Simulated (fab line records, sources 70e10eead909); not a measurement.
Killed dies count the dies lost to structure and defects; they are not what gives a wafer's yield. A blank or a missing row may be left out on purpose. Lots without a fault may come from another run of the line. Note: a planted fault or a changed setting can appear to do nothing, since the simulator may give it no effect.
Comparing a struck lot with a sound one ; flow nand harc ; 12 steps out of a route of 1302
Sound: wafers L456.2, L456.5, L456.6. Struck: wafer L473.2 (L473.3, L473.4, from the same lot, were not struck and are left out); the cause is given at the end.
Each step with rows lists, per side, the tool, then ch with its chambers, then its first start. Under that, the readings that differ: sound wafers ; struck wafers ; difference of the means ; sigmas: that difference in standard deviations of wafers without a fault.
alike: same words and numbers on both sides, and readings whose means sit less than 2 such deviations apart. not compared: any withheld reading, any reading some wafer has no value for, any bound like >300 that may hide the same value, and any number with overlapping values for which the record gives no deviation.
Wherever a step has rows on one side only, a row that says differs or no value, or a row with sigmas, the two part there. When numbers do not overlap yet have no deviation, they are printed without sigmas and do not part them. Lack of a reading on every wafer of one side parts them only where that side has two or more wafers.

NHARC_A_SLIT_ETCH_29: etches the open film in CF4/O2, target depth 100 nm, overetch 10 nm, time 55 s.
  sound on rie diel-02 ch 0,3, day 21 04:41; struck on rie diel-05 ch 3, day 27 16:59
  alike: bias w, chamber pressure mTorr, drypump motor current A, oes product au, rf vpp V, showerhead plenum p Torr, throttle valve pct
  not compared: rf hours counter h
NHARC_A_SLIT_STRIP_18: strips in O2.
  sound: rie diel-02 ch 2,3; struck: rie diel-05 ch 2
  alike: chamber pressure mTorr, drypump motor current A, oes product au, rf vpp V, showerhead plenum p Torr, throttle valve pct
  not compared: rf hours counter h
then, 2 steps without rows for these wafers: NHARC_A_SLIT_PRECLEAN_19 (cleans in SC1); NHARC_A_SLIT_SRD_20.
NHARC_A_SLIT_CD_MEAS_21:
  struck on cd sem-01, day 27 17:31; sound on cd sem-03, day 21 05:13
  alike: cd nm
then, 3 steps without rows for these wafers: NHARC_A_SIN_REMOVE_WET_00 (chemistry H3PO4, time 15300 s); NHARC_A_SIN_REMOVE_PRECLEAN_01 (cleans in SC1); NHARC_A_SIN_REMOVE_SRD_02.
NHARC_A_SIN_REMOVE_INSPECT_04:
  struck on defect inspect-01, day 28 00:13; sound on defect inspect-02, day 21 11:51
  alike: raw defect count
NHARC_A_WL_FILL_ALD_00: deposits Al2O3, target thk 3 nm, pulse time 3 s, ald cycles 30.
  sound on ald hk-03 ch 0,2,3, day 21 11:58; struck on ald hk-04 ch 2, day 28 00:17
  alike: heater power w, precursor pulse height rel
  not compared: ald cycles, since wet clean h
NHARC_A_WL_FILL_RTA_01: time 5 s.
  sound on rtp anneal-01 ch 0, day 21 12:12; struck on rtp anneal-01 ch 0, day 28 00:35
  alike: wafer_temp_C_max
NHARC_A_WL_FILL_ALD_02: deposits TiN, target thk 2 nm, pulse time 3 s, ald cycles 100.
  sound on ald metal-04 ch 0,1,3, day 21 12:28; struck on ald metal-03 ch 2, day 28 00:46
reading;sound;struck;difference;sigmas
ald cycles;100 100 100;69;-31;
  alike: heater power w, precursor pulse height rel
  not compared: since wet clean h

## WHERE THEY PART
Nowhere in this record.

WHY: whatever the simulator had introduced
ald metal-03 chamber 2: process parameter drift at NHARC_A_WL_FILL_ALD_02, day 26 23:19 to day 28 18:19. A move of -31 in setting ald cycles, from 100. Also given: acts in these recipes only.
